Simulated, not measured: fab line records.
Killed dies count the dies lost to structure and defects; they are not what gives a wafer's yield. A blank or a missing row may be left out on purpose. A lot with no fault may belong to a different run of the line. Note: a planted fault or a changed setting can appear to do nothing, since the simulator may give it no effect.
fab line records -- flow n5_finfet -- part 1 of 2: steps 1 to 4 of 6
[record] lots = 22, wafers = 66, last_day = 18
route steps=1938 shown BEOL_M12@1649 BEOL_M14@1730
lots that met no fault: from a run of the same line without faults
start_h: hours from the record's first day to the start of the lot's first wafer shown -- wait_h: how many hours have passed since the lot's step before this one -- " repeats the value in the row above -- L1.1+2: a row that stands for several wafers -- - no value, or no start was given -- * or withheld: withheld -- < > ~ a bound
route shown NAME@n: a module of which the file shows steps, and the number in the route of the first -- usual: mean/standard deviation of fault-free wafers -- same: alike in all rows -- chamber/n: place in a boat -- sites: readings site by site -- _std_site: the standard deviation of these -- _edge_site: inner sites' mean taken away from outer sites' mean -- radius_mm: how far each site lies from the wafer's centre -- mask NAME#n: copy n -- behind: the last tool/chamber to shape the wafer -- hold: cause of the lot's hold/its duration in hours/its outcome -- device: which transistor (n, p or np) failed to switch -- end of line: tests of these same wafers at the route's end -- for a step that has no rows: nothing shown but its recipe -- killed: at the first sort, the dies lost to defects and structure; wafer yield is something else -- map: shows each die of a wafer: x if killed, . if not, _ if none is there
set.NAME: the setting as run; set.NAME@STEP: as run at that earlier step -- model.NAME: the simulator's own value behind a step, which no gauge read
a sample of lots followed through the steps of the route, with each step as a table and each wafer as a row
services: a tool's chamber out of use, with start hour (start_h, from the record's first day; less than 0 if before it), hours out, and reason
[[steps]]
[step N5_BEOL_M12_SPUTTER_44]
[recipe] material = Ta, target_thk_a = 100, temp_c = 50, bias_v = 80, power_w = 15000, chamber_pressure_pa = 0.07, time_s = 16.13
[usual] substrate_temp_c = 50.00/0.13, susceptor_temp_C = 50.00/0.12, throttle_valve_pct = 30.1/0.69
[same] time_s = 16.13
lot.wafer,tool,chamber,start_h,wait_h,substrate_temp_c,susceptor_temp_C,throttle_valve_pct
L076.2,pvd_sputter-02,-,243.28,0.0,49.98,49.74,30.1
L076.5,pvd_sputter-02,-,243.28,0.0,50.07,49.95,30.0
L076.6,pvd_sputter-02,-,243.28,0.0,49.94,50.07,29.8
L075.1,pvd_sputter-03,-,243.63,0.0,49.85,49.97,29.3
L075.3,pvd_sputter-03,-,243.63,0.0,50.21,50.31,28.9
L075.5,pvd_sputter-03,-,243.63,0.0,50.12,50.13,28.6
L074.2,pvd_sputter-02,-,243.68,0.0,50.33,49.88,30.6
L074.3,pvd_sputter-02,-,243.68,0.0,49.85,49.86,29.7
L074.6,pvd_sputter-02,-,243.68,0.0,50.16,49.97,30.8
L077.2,pvd_sputter-01,-,246.96,0.0,50.00,49.93,30.9
L077.3,pvd_sputter-01,-,246.96,0.0,49.95,49.95,30.8
L077.6,pvd_sputter-01,-,246.96,0.0,49.93,49.92,31.1
L078.2,pvd_sputter-02,-,260.78,0.0,50.00,49.99,31.0
L078.3,pvd_sputter-02,-,260.78,0.0,50.10,49.99,29.9
L078.6,pvd_sputter-02,-,260.78,0.0,50.07,50.00,30.8
L079.1,pvd_sputter-02,-,268.53,0.0,49.91,49.72,29.5
L079.2,pvd_sputter-02,-,268.53,0.0,50.10,49.96,30.4
L079.5,pvd_sputter-02,-,268.53,0.0,49.94,49.83,29.3
L080.1,pvd_sputter-03,-,275.91,0.0,50.20,50.21,30.6
L080.4,pvd_sputter-03,-,275.91,0.0,49.73,50.11,29.8
L080.5,pvd_sputter-03,-,275.91,0.0,50.12,50.02,31.0
L082.1,pvd_sputter-02,-,298.34,0.0,49.99,50.13,29.9
L082.2,pvd_sputter-02,-,298.34,0.0,49.92,50.11,30.8
L082.4,pvd_sputter-02,-,298.34,0.0,50.05,50.06,29.9
L081.3,pvd_sputter-01,-,298.40,0.0,49.77,49.90,31.2
L081.4,pvd_sputter-01,-,298.40,0.0,49.95,50.07,28.9
L081.6,pvd_sputter-01,-,298.40,0.0,50.14,50.05,31.2
L085.3,pvd_sputter-01,-,300.10,0.0,50.07,49.99,30.8
L085.5,pvd_sputter-01,-,300.10,0.0,49.96,49.95,29.2
L085.6,pvd_sputter-01,-,300.10,0.0,50.08,50.01,30.9
L083.1,pvd_sputter-01,-,301.18,0.0,50.20,49.99,31.1
L083.3,pvd_sputter-01,-,301.18,0.0,49.93,49.92,31.0
L083.5,pvd_sputter-01,-,301.18,0.0,49.94,49.94,30.7
L084.3,pvd_sputter-01,-,302.48,0.0,50.26,49.87,30.9
L084.4,pvd_sputter-01,-,302.48,0.0,49.94,49.96,30.9
L084.6,pvd_sputter-01,-,302.48,0.0,49.83,49.94,30.9
L087.3,pvd_sputter-02,-,320.41,0.0,50.09,50.20,30.6
L087.4,pvd_sputter-02,-,320.41,0.0,49.91,50.09,30.7
L087.5,pvd_sputter-02,-,320.41,0.0,49.89,50.04,29.3
L088.1,pvd_sputter-02,-,326.26,0.0,49.94,50.14,30.9
L088.3,pvd_sputter-02,-,326.26,0.0,50.17,50.04,29.6
L088.4,pvd_sputter-02,-,326.26,0.0,49.95,49.78,30.6
L086.1,pvd_sputter-03,-,326.34,0.0,50.05,50.06,30.6
L086.3,pvd_sputter-03,-,326.34,0.0,50.17,50.17,29.2
L086.4,pvd_sputter-03,-,326.34,0.0,50.04,49.96,29.3
L093.2,pvd_sputter-03,-,346.83,0.0,49.71,50.00,29.9
L093.4,pvd_sputter-03,-,346.83,0.0,50.03,49.91,29.2
L093.6,pvd_sputter-03,-,346.83,0.0,50.10,50.04,28.8
L090.1,pvd_sputter-02,-,349.92,0.0,50.05,50.10,30.9
L090.3,pvd_sputter-02,-,349.92,0.0,50.14,50.05,30.6
L090.5,pvd_sputter-02,-,349.92,0.0,50.25,50.06,30.8
L092.1,pvd_sputter-03,-,352.78,0.0,49.88,49.95,30.9
L092.2,pvd_sputter-03,-,352.78,0.0,50.03,50.00,28.8
L092.3,pvd_sputter-03,-,352.78,0.0,49.94,50.14,30.0
L095.1,pvd_sputter-02,-,378.70,0.0,50.03,50.05,30.9
L095.3,pvd_sputter-02,-,378.70,0.0,49.82,50.02,29.6
L095.6,pvd_sputter-02,-,378.70,0.0,50.16,50.14,30.9
L094.3,pvd_sputter-02,-,386.16,0.0,50.03,50.15,30.5
L094.5,pvd_sputter-02,-,386.16,0.0,49.91,50.06,30.7
L094.6,pvd_sputter-02,-,386.16,0.0,50.07,49.94,30.0
L097.1,pvd_sputter-02,-,386.82,0.0,49.97,49.88,29.6
L097.3,pvd_sputter-02,-,386.82,0.0,49.87,50.02,29.9
L097.6,pvd_sputter-02,-,386.82,0.0,49.90,50.17,30.8
L096.1,pvd_sputter-03,-,397.87,0.0,49.98,50.00,31.0
L096.4,pvd_sputter-03,-,397.87,0.0,49.96,49.96,29.2
L096.5,pvd_sputter-03,-,397.87,0.0,50.21,50.05,30.0
[step N5_BEOL_M12_ANNEAL_48]
[recipe] temp_c = 225, time_s = 90, ambient = N2
[usual] anneal_temp_c_max = 226.0/0.48, wafer_temp_C_max = 226.4/0.66
[same] time_s = 90
lot.wafer,tool,chamber,start_h,wait_h,anneal_temp_c_max,wafer_temp_C_max
L076.2,rtp_anneal-01,0,244.52,0.9,225.5,225.6
L076.5,rtp_anneal-01,0,244.52,0.9,225.6,226.0
L076.6,rtp_anneal-01,0,244.52,0.9,225.4,226.1
L075.1,rtp_anneal-02,0,244.72,0.9,226.2,226.8
L075.3,rtp_anneal-02,0,244.72,0.9,226.0,226.7
L075.5,rtp_anneal-02,0,244.72,0.9,226.4,226.9
L074.2,rtp_anneal-01,0,244.79,0.9,225.3,225.5
L074.3,rtp_anneal-01,0,244.79,0.9,225.1,225.6
L074.6,rtp_anneal-01,0,244.79,0.9,225.3,225.6
L077.2,rtp_anneal-02,0,247.37,0.1,226.1,226.6
L077.3,rtp_anneal-02,0,247.37,0.1,226.7,226.5
L077.6,rtp_anneal-02,0,247.37,0.1,226.2,226.6
L078.2,rtp_anneal-01,0,261.93,0.9,225.3,225.5
L078.3,rtp_anneal-01,0,261.93,0.9,225.5,225.8
L078.6,rtp_anneal-01,0,261.93,0.9,225.5,225.6
L079.1,rtp_anneal-01,0,268.87,0.1,225.6,225.7
L079.2,rtp_anneal-01,0,268.87,0.1,225.6,226.0
L079.5,rtp_anneal-01,0,268.87,0.1,225.9,225.8
L080.1,rtp_anneal-02,0,276.36,0.2,226.8,226.5
L080.4,rtp_anneal-02,0,276.36,0.2,226.7,226.7
L080.5,rtp_anneal-02,0,276.36,0.2,226.2,227.5
L082.1,rtp_anneal-01,0,298.68,0.1,225.4,225.9
L082.2,rtp_anneal-01,0,298.68,0.1,225.8,225.5
L082.4,rtp_anneal-01,0,298.68,0.1,225.8,225.6
L081.3,rtp_anneal-02,0,298.83,0.2,225.9,227.1
L081.4,rtp_anneal-02,0,298.83,0.2,226.0,226.7
L081.6,rtp_anneal-02,0,298.83,0.2,226.3,226.9
L085.3,rtp_anneal-02,0,300.55,0.2,226.6,226.3
L085.5,rtp_anneal-02,0,300.55,0.2,226.2,226.4
L085.6,rtp_anneal-02,0,300.55,0.2,226.2,227.8
L083.1,rtp_anneal-02,0,301.52,0.1,226.5,226.9
L083.3,rtp_anneal-02,0,301.52,0.1,226.5,227.2
L083.5,rtp_anneal-02,0,301.52,0.1,226.4,226.7
L084.3,rtp_anneal-01,0,302.91,0.2,225.5,226.0
L084.4,rtp_anneal-01,0,302.91,0.2,225.6,225.9
L084.6,rtp_anneal-01,0,302.91,0.2,225.7,225.8
L087.3,rtp_anneal-01,0,321.05,0.2,225.6,225.6
L087.4,rtp_anneal-01,0,321.05,0.2,225.7,226.0
L087.5,rtp_anneal-01,0,321.05,0.2,225.5,225.8
L088.1,rtp_anneal-02,0,326.87,0.4,226.3,226.9
L088.3,rtp_anneal-02,0,326.87,0.4,226.5,226.8
L088.4,rtp_anneal-02,0,326.87,0.4,226.0,227.2
L086.1,rtp_anneal-02,0,327.14,0.4,226.5,226.7
L086.3,rtp_anneal-02,0,327.14,0.4,226.6,226.6
L086.4,rtp_anneal-02,0,327.14,0.4,226.8,226.6
L093.2,rtp_anneal-02,0,347.22,0.1,227.2,226.7
L093.4,rtp_anneal-02,0,347.22,0.1,226.8,227.2
L093.6,rtp_anneal-02,0,347.22,0.1,226.4,227.7
L090.1,rtp_anneal-02,0,350.26,0.1,226.3,226.9
L090.3,rtp_anneal-02,0,350.26,0.1,226.2,226.9
L090.5,rtp_anneal-02,0,350.26,0.1,226.6,227.4
L092.1,rtp_anneal-01,0,353.12,0.1,225.8,225.8
L092.2,rtp_anneal-01,0,353.12,0.1,225.8,225.6
L092.3,rtp_anneal-01,0,353.12,0.1,225.7,225.6
L095.1,rtp_anneal-02,0,379.04,0.1,226.2,226.8
L095.3,rtp_anneal-02,0,379.04,0.1,226.1,227.0
L095.6,rtp_anneal-02,0,379.04,0.1,226.2,226.9
L094.3,rtp_anneal-02,0,386.59,0.2,226.0,227.2
L094.5,rtp_anneal-02,0,386.59,0.2,226.6,227.3
L094.6,rtp_anneal-02,0,386.59,0.2,226.7,227.5
L097.1,rtp_anneal-01,0,387.16,0.1,225.8,225.8
L097.3,rtp_anneal-01,0,387.16,0.1,225.7,225.7
L097.6,rtp_anneal-01,0,387.16,0.1,225.9,225.8
L096.1,rtp_anneal-02,0,398.22,0.1,226.4,226.6
L096.4,rtp_anneal-02,0,398.22,0.1,226.3,226.8
L096.5,rtp_anneal-02,0,398.22,0.1,226.6,227.1
[step N5_BEOL_M14_ETCH_59]
[recipe] chemistry = N2/H2, target = BARC, target_depth_a = 890, overetch_a = 267, time_s = 67.9, ion_energy_ev = 200, pressure_mtorr = 30, source_w = 840, bias_w = 150, n2_flow_sccm = 200, h2_flow_sccm = 200
[usual] drypump_motor_current_A = 5.8/0.43, oes_product_au = 0.70/0.051, rf_vpp_V = 524.4/2.5, showerhead_plenum_p_Torr = 2.56/0.088, throttle_valve_pct = 17.80/0.18
[same] time_s = 67.9
lot.wafer,tool,chamber,start_h,wait_h,drypump_motor_current_A,oes_product_au,rf_hours_counter_h,rf_vpp_V,showerhead_plenum_p_Torr,throttle_valve_pct
L076.2,rie_diel-02,0,253.50,0.0,5.8,0.61,216,519.5,2.40,17.85
L076.5,rie_diel-02,0,253.50,0.0,5.8,0.60,-,521.5,2.40,17.88
L076.6,rie_diel-02,1,253.50,0.0,5.2,0.71,-,524.9,2.58,17.83
L074.2,rie_diel-02,1,254.24,0.0,5.3,0.71,81,523.8,2.58,17.82
L074.3,rie_diel-02,2,254.24,0.0,6.2,0.68,103,527.9,2.66,17.60
L074.6,rie_diel-02,3,254.24,0.0,5.7,0.73,-,524.9,2.59,17.56
L077.2,rie_diel-02,0,255.35,0.0,5.8,0.62,217,521.6,2.40,17.87
L077.3,rie_diel-02,3,255.35,0.0,5.7,0.73,42,524.9,2.59,17.56
L077.6,rie_diel-02,3,255.35,0.0,5.7,0.74,-,523.9,2.59,17.55
L075.1,rie_diel-04,1,255.72,0.0,5.3,0.71,67,524.7,2.59,17.73
L075.3,rie_diel-04,0,255.72,0.0,5.2,0.76,23,522.2,2.48,17.18
L075.5,rie_diel-04,1,255.72,0.0,5.4,0.71,-,524.0,2.59,17.73
L078.2,rie_diel-04,0,270.00,0.0,5.2,0.74,28,521.1,2.47,17.20
L078.3,rie_diel-04,3,270.00,0.0,6.5,0.60,233,527.4,2.61,17.97
L078.6,rie_diel-04,2,270.00,0.0,5.8,0.82,-,522.4,2.48,17.59
L079.1,rie_diel-05,3,276.51,0.0,5.2,0.72,68,527.9,2.70,17.83
L079.2,rie_diel-05,2,276.51,0.0,6.6,0.79,15,526.0,2.62,17.96
L079.5,rie_diel-05,2,276.51,0.0,6.6,0.80,-,525.3,2.63,17.95
L080.1,rie_diel-05,1,282.90,0.0,5.6,0.69,82,521.7,2.47,17.95
L080.4,rie_diel-05,0,282.90,0.0,5.8,0.72,64,521.2,2.48,17.85
L080.5,rie_diel-05,0,282.90,0.0,5.8,0.72,-,522.9,2.48,17.86
L082.1,rie_diel-02,3,305.84,0.0,5.7,0.71,57,525.7,2.58,17.59
L082.2,rie_diel-02,1,305.84,0.0,5.3,0.70,95,524.9,2.58,17.86
L082.4,rie_diel-02,0,305.84,0.0,5.8,0.60,232,519.8,2.40,17.89
L081.3,rie_diel-05,2,306.68,0.0,6.6,0.78,24,525.1,2.62,17.95
L081.4,rie_diel-05,0,306.68,0.0,5.8,0.72,71,523.1,2.47,17.88
L081.6,rie_diel-05,0,306.68,0.0,5.8,0.71,-,521.2,2.47,17.87
L085.3,rie_diel-02,2,306.91,0.0,6.2,0.66,118,527.4,2.65,17.63
L085.5,rie_diel-02,1,306.91,0.0,5.2,0.69,-,523.9,2.58,17.85
L085.6,rie_diel-02,2,306.91,0.0,6.2,0.66,-,528.8,2.65,17.63
L083.1,rie_diel-05,1,308.70,0.0,5.6,0.68,90,522.9,2.46,17.98
L083.3,rie_diel-05,0,308.70,0.0,5.8,0.71,72,522.2,2.47,17.88
L083.5,rie_diel-05,2,308.70,0.0,6.5,0.78,-,526.1,2.62,17.98
L084.3,rie_diel-05,2,309.05,0.0,6.6,0.79,25,524.7,2.62,17.97
L084.4,rie_diel-05,0,309.05,0.0,5.7,0.71,72,523.1,2.47,17.88
L084.6,rie_diel-05,1,309.05,0.0,5.7,0.69,-,522.0,2.46,17.96
L087.3,rie_diel-02,0,328.55,0.0,5.8,0.59,239,521.8,2.39,17.90
L087.4,rie_diel-02,1,328.55,0.0,5.3,0.69,103,524.0,2.57,17.87
L087.5,rie_diel-02,1,328.55,0.0,5.2,0.69,-,523.9,2.57,17.87
L088.1,rie_diel-05,3,334.56,0.0,5.2,0.69,87,528.3,2.69,17.86
L088.3,rie_diel-05,1,334.56,0.0,5.6,0.68,98,520.8,2.46,17.98
L088.4,rie_diel-05,0,334.56,0.0,5.8,0.71,80,521.6,2.47,17.89
L086.1,rie_diel-05,2,335.65,0.0,6.5,0.77,34,524.8,2.62,17.99
L086.3,rie_diel-05,3,335.65,0.0,5.2,0.70,88,528.4,2.69,17.85
L086.4,rie_diel-05,0,335.65,0.0,5.8,0.70,81,522.6,2.47,17.88
L093.2,rie_diel-02,2,354.81,0.0,6.2,0.66,136,526.9,2.64,17.68
L093.4,rie_diel-02,3,354.81,0.0,5.7,0.70,-,525.2,2.57,17.62
L093.6,rie_diel-02,2,354.81,0.0,6.2,0.66,-,525.6,2.64,17.66
L090.1,rie_diel-04,2,358.15,0.0,5.8,0.76,48,522.5,2.47,17.65
L090.3,rie_diel-04,0,358.15,0.0,5.2,0.70,63,523.7,2.46,17.25
L090.5,rie_diel-04,1,358.15,0.0,5.3,0.68,-,524.8,2.57,17.80
L092.1,rie_diel-05,1,359.71,0.0,5.7,0.66,109,520.5,2.46,18.00
L092.2,rie_diel-05,2,359.71,0.0,6.6,0.76,44,524.5,2.61,17.99
L092.3,rie_diel-05,0,359.71,0.0,5.8,0.69,91,521.9,2.47,17.91
L095.1,rie_diel-05,3,390.75,0.0,5.2,0.68,102,527.6,2.68,17.87
L095.3,rie_diel-05,0,390.75,0.0,5.8,0.69,99,523.2,2.46,17.93
L095.6,rie_diel-05,0,390.75,0.0,5.8,0.68,-,520.8,2.46,17.91
L094.3,rie_diel-05,2,394.77,0.0,6.5,0.74,53,526.5,2.61,18.03
L094.5,rie_diel-05,2,394.77,0.0,6.5,0.74,-,524.3,2.61,18.01
L094.6,rie_diel-05,3,394.77,0.0,5.2,0.68,-,527.1,2.68,17.89
L097.1,rie_diel-02,3,396.57,0.0,5.7,0.68,91,524.6,2.57,17.63
L097.3,rie_diel-02,2,396.57,0.0,6.2,0.64,151,527.1,2.63,17.66
L097.6,rie_diel-02,2,396.57,0.0,6.2,0.64,-,527.2,2.63,17.70
L096.1,rie_diel-02,1,405.60,0.0,5.3,0.66,129,524.0,2.56,17.92
L096.4,rie_diel-02,3,405.60,0.0,5.7,0.67,93,525.0,2.56,17.64
L096.5,rie_diel-02,0,405.60,0.0,5.8,0.82,-,528.8,2.70,17.48
[step N5_BEOL_M14_DESCUM_33]
[recipe] chemistry = O2, time_s = 7.9, source_power_w = 50, bias_power_w = 20, pressure_mtorr = 20, rf_frequency_hz = 2.712e+07, temp_c = 40, o2_flow_sccm = 225
[usual] drypump_motor_current_A = 5.7/0.42, oes_product_au = 0.83/0.068, rf_vpp_V = 243.3/1.4, showerhead_plenum_p_Torr = 2.10/0.069, throttle_valve_pct = 20.28/0.16
[same] time_s = 7.9
lot.wafer,tool,chamber,start_h,wait_h,drypump_motor_current_A,oes_product_au,rf_hours_counter_h,rf_vpp_V,showerhead_plenum_p_Torr,throttle_valve_pct
L076.2,rie_diel-04,2,254.43,0.0,5.8,0.99,7,242.6,2.03,20.14
L076.5,rie_diel-04,0,254.43,0.0,5.2,0.89,-,243.9,2.04,19.81
L076.6,rie_diel-04,1,254.43,0.0,5.4,0.84,-,243.3,2.12,20.29
L074.2,rie_diel-05,0,255.57,0.4,5.7,0.87,55,242.5,2.03,20.28
L074.3,rie_diel-05,3,255.57,0.4,5.2,0.85,62,244.8,2.21,20.29
L074.6,rie_diel-05,1,255.57,0.4,5.6,0.83,-,242.8,2.03,20.48
L077.2,rie_diel-05,0,256.29,0.2,5.7,0.87,55,242.1,2.03,20.28
L077.3,rie_diel-05,2,256.29,0.2,6.5,0.97,9,244.0,2.14,20.37
L077.6,rie_diel-05,1,256.29,0.2,5.6,0.82,-,242.0,2.03,20.44
L075.1,rie_diel-04,2,256.94,0.4,5.8,1.00,9,242.9,2.03,20.14
L075.3,rie_diel-04,3,256.94,0.4,6.5,0.70,229,244.0,2.16,20.59
L075.5,rie_diel-04,1,256.94,0.4,5.4,0.85,-,243.2,2.12,20.31
L078.2,rie_diel-02,2,270.94,0.0,6.2,0.79,109,245.0,2.20,20.29
L078.3,rie_diel-02,0,270.94,0.0,5.8,0.70,222,241.9,1.98,20.40
L078.6,rie_diel-02,3,270.94,0.0,5.7,0.85,-,245.0,2.12,20.05
L079.1,rie_diel-05,1,277.32,0.0,5.6,0.80,80,241.6,2.03,20.47
L079.2,rie_diel-05,3,277.32,0.0,5.2,0.83,68,244.4,2.20,20.31
L079.5,rie_diel-05,2,277.32,0.0,6.6,0.95,-,244.1,2.14,20.38
L080.1,rie_diel-05,2,283.85,0.0,6.5,0.95,17,245.1,2.14,20.40
L080.4,rie_diel-05,0,283.85,0.0,5.8,0.85,64,243.2,2.03,20.30
L080.5,rie_diel-05,0,283.85,0.0,5.8,0.86,-,241.9,2.02,20.29
L082.1,rie_diel-04,2,306.73,0.1,5.8,0.94,27,242.6,2.03,20.17
L082.2,rie_diel-04,1,306.73,0.1,5.3,0.82,86,244.5,2.12,20.32
L082.4,rie_diel-04,2,306.73,0.1,5.8,0.93,-,242.6,2.03,20.17
L081.3,rie_diel-02,1,307.49,0.0,5.2,0.81,96,242.1,2.11,20.33
L081.4,rie_diel-02,2,307.49,0.0,6.2,0.77,119,245.6,2.19,20.31
L081.6,rie_diel-02,2,307.49,0.0,6.2,0.78,-,245.4,2.19,20.30
L085.3,rie_diel-05,0,307.74,0.0,5.7,0.84,72,243.9,2.02,20.31
L085.5,rie_diel-05,0,307.74,0.0,5.8,0.84,-,242.4,2.02,20.30
L085.6,rie_diel-05,3,307.74,0.0,5.2,0.83,-,245.3,2.20,20.32
L083.1,rie_diel-02,1,309.69,0.1,5.2,0.81,97,244.7,2.11,20.32
L083.3,rie_diel-02,2,309.69,0.1,6.2,0.78,120,245.4,2.19,20.29
L083.5,rie_diel-02,3,309.69,0.1,5.6,0.85,-,244.2,2.12,20.07
L084.3,rie_diel-02,2,310.42,0.5,6.2,0.77,120,243.2,2.19,20.30
L084.4,rie_diel-02,1,310.42,0.5,5.2,0.81,97,243.6,2.11,20.31
L084.6,rie_diel-02,1,310.42,0.5,5.2,0.81,-,242.5,2.11,20.32
L087.3,rie_diel-05,0,329.96,0.0,5.7,0.83,79,241.3,2.02,20.32
L087.4,rie_diel-05,3,329.96,0.0,5.2,0.83,85,245.4,2.20,20.32
L087.5,rie_diel-05,2,329.96,0.0,6.5,0.92,-,243.0,2.13,20.40
L088.1,rie_diel-02,0,335.38,0.0,5.8,0.69,242,241.5,1.97,20.43
L088.3,rie_diel-02,3,335.38,0.0,5.7,0.83,68,245.6,2.12,20.10
L088.4,rie_diel-02,1,335.38,0.0,5.3,0.81,105,242.3,2.11,20.35
L086.1,rie_diel-05,3,336.52,0.1,5.2,0.81,88,244.9,2.20,20.32
L086.3,rie_diel-05,1,336.52,0.1,5.6,0.78,99,239.3,2.02,20.52
L086.4,rie_diel-05,0,336.52,0.1,5.8,0.82,81,243.0,2.02,20.30
L093.2,rie_diel-04,1,355.90,0.3,5.4,0.81,103,243.3,2.11,20.37
L093.4,rie_diel-04,0,355.90,0.3,5.2,0.83,-,239.8,2.02,19.87
L093.6,rie_diel-04,1,355.90,0.3,5.3,0.81,-,244.7,2.11,20.35
L090.1,rie_diel-02,1,359.09,0.0,5.2,0.80,115,243.5,2.10,20.34
L090.3,rie_diel-02,3,359.09,0.0,5.7,0.83,78,244.0,2.11,20.11
L090.5,rie_diel-02,1,359.09,0.0,5.2,0.79,-,245.9,2.10,20.35
L092.1,rie_diel-02,2,360.69,0.0,6.2,0.75,139,245.0,2.19,20.34
L092.2,rie_diel-02,3,360.69,0.0,5.7,0.82,79,242.7,2.11,20.10
L092.3,rie_diel-02,1,360.69,0.0,5.3,0.79,116,244.4,2.10,20.35
L095.1,rie_diel-04,3,391.69,0.0,6.5,0.98,9,243.9,2.15,20.16
L095.3,rie_diel-04,0,391.69,0.0,5.2,0.82,75,240.9,2.02,19.89
L095.6,rie_diel-04,2,391.69,0.0,5.8,0.90,-,243.6,2.02,20.21
L094.3,rie_diel-04,3,395.77,0.2,6.5,0.97,11,245.2,2.15,20.15
L094.5,rie_diel-04,2,395.77,0.2,5.8,0.89,-,241.9,2.02,20.22
L094.6,rie_diel-04,3,395.77,0.2,6.5,0.97,-,244.1,2.15,20.18
L097.1,rie_diel-02,0,397.51,0.0,5.8,0.97,6,246.5,2.23,20.03
L097.3,rie_diel-02,1,397.51,0.0,5.2,0.77,128,244.0,2.10,20.37
L097.6,rie_diel-02,3,397.51,0.0,5.7,0.80,-,242.3,2.11,20.12
L096.1,rie_diel-05,3,407.11,0.6,5.2,0.79,108,244.7,2.19,20.37
L096.4,rie_diel-05,2,407.11,0.6,6.5,0.87,57,244.0,2.12,20.45
L096.5,rie_diel-05,3,407.11,0.6,5.2,0.79,-,245.2,2.19,20.36
